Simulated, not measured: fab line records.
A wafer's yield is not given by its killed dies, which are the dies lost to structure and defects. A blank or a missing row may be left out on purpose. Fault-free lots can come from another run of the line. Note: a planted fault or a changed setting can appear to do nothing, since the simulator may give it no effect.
3 desks, one fault || flow nandHarc || every desk sees just its own numbers, and what lay behind them comes last

## THE TOOL OWNER'S DESK: pecvd-02
The tool's own readings at NHARC_A_BONDPAD_DEP_00 (deposits SiCN, target thk 250 nm): means of the sampled wafers that have a number, for each lot that ran on this tool. Marked OUT: a lot whose mean sits more than 4 standard deviations from the usual mean, which makes it out of limits; the brackets give that distance.
Columns: A = chamberPressureTorr at NHARC_A_BONDPAD_DEP_00, usual 3.000 Torr; B = heaterPowerW at NHARC_A_BONDPAD_DEP_00, usual 557 W
{"lot": "L781", "first seen here": "day 20 18:23", "A": 3.011, "B": 487}
{"lot": "L786", "first seen here": "day 21 02:06", "A": 2.999, "B": 492}
{"lot": "L787", "first seen here": "day 21 23:12", "A": 3.008, "B": 509}
This desk's verdict: no lot among the 3 shows anything out of limits.

## AT THE METROLOGY DESK
What the gauges read for every lot (on any tool): the sampled wafers with a number, averaged. Marked OUT: a lot whose mean sits more than 4 standard deviations from the usual mean, which makes it out of limits; the brackets give that distance.
Columns: A = thkNm at NHARC_A_M1_THK_MEAS_24, usual 153.6 nm; B = thkNm at NHARC_A_BONDPAD_THK_MEAS_30, usual 200.2 nm; C = cdNm at NHARC_A_BONDPAD_CD_MEAS_09, usual 499.7 nm; D = overlayXNm at NHARC_A_BONDPAD_OVL_MEAS_35, usual -1 nm; E = overlayYNm at NHARC_A_BONDPAD_OVL_MEAS_35, usual -2 nm; F = cdNm at NHARC_A_BONDPAD_CD_MEAS_13, usual 499.5 nm
{"lot": "L772", "first seen here": "day 19 03:39", "A": 154.1, "B": 201.6, "C": 501.9, "D": -1, "E": 6, "F": 502.1}
{"lot": "L775", "first seen here": "day 19 19:31", "A": 153.0, "B": 202.2, "C": 500.1, "D": 3, "E": -5, "F": 500.4}
{"lot": "L781", "first seen here": "day 20 17:26", "A": 154.0, "B": 198.5, "C": 500.0, "D": -3, "E": -12, "F": 500.0}
{"lot": "L780", "first seen here": "day 20 20:52", "A": 154.6, "B": 199.3, "C": 499.4, "D": 7, "E": 0, "F": 499.4}
{"lot": "L786", "first seen here": "day 21 01:14", "A": 151.8, "B": 200.1, "C": 502.3, "D": 0, "E": -5, "F": 502.4}
{"lot": "L787", "first seen here": "day 21 22:17", "A": 153.3, "B": 201.1, "C": 498.2, "D": -6, "E": -8, "F": 497.5}
This desk's verdict: no lot among the 6 shows anything out of limits.

## THE DEFECT DESK
Lot by lot, what the route's inspections counted, given as the mean of those sampled wafers with a number. Marked OUT: a lot whose mean sits more than 4 standard deviations from the usual mean, which makes it out of limits; the brackets give that distance.
Columns: A = rawDefectCount at NHARC_A_M1_INSPECT_27, usual 463
{"lot": "L772", "first seen here": "day 19 03:49", "A": 518}
{"lot": "L775", "first seen here": "day 19 19:40", "A": 496}
{"lot": "L781", "first seen here": "day 20 17:36", "A": 373}
{"lot": "L780", "first seen here": "day 20 21:02", "A": 301}
{"lot": "L786", "first seen here": "day 21 01:24", "A": 446}
{"lot": "L787", "first seen here": "day 21 22:28", "A": 551}
This desk's verdict: no lot among the 6 shows anything out of limits.

## PUT TOGETHER
The tool owner's desk saw nothing out of limits.
Metrology desk: nothing out of limits seen.
No out-of-limits result turned up at the defect desk.

## WHAT THE SIMULATOR PUT IN
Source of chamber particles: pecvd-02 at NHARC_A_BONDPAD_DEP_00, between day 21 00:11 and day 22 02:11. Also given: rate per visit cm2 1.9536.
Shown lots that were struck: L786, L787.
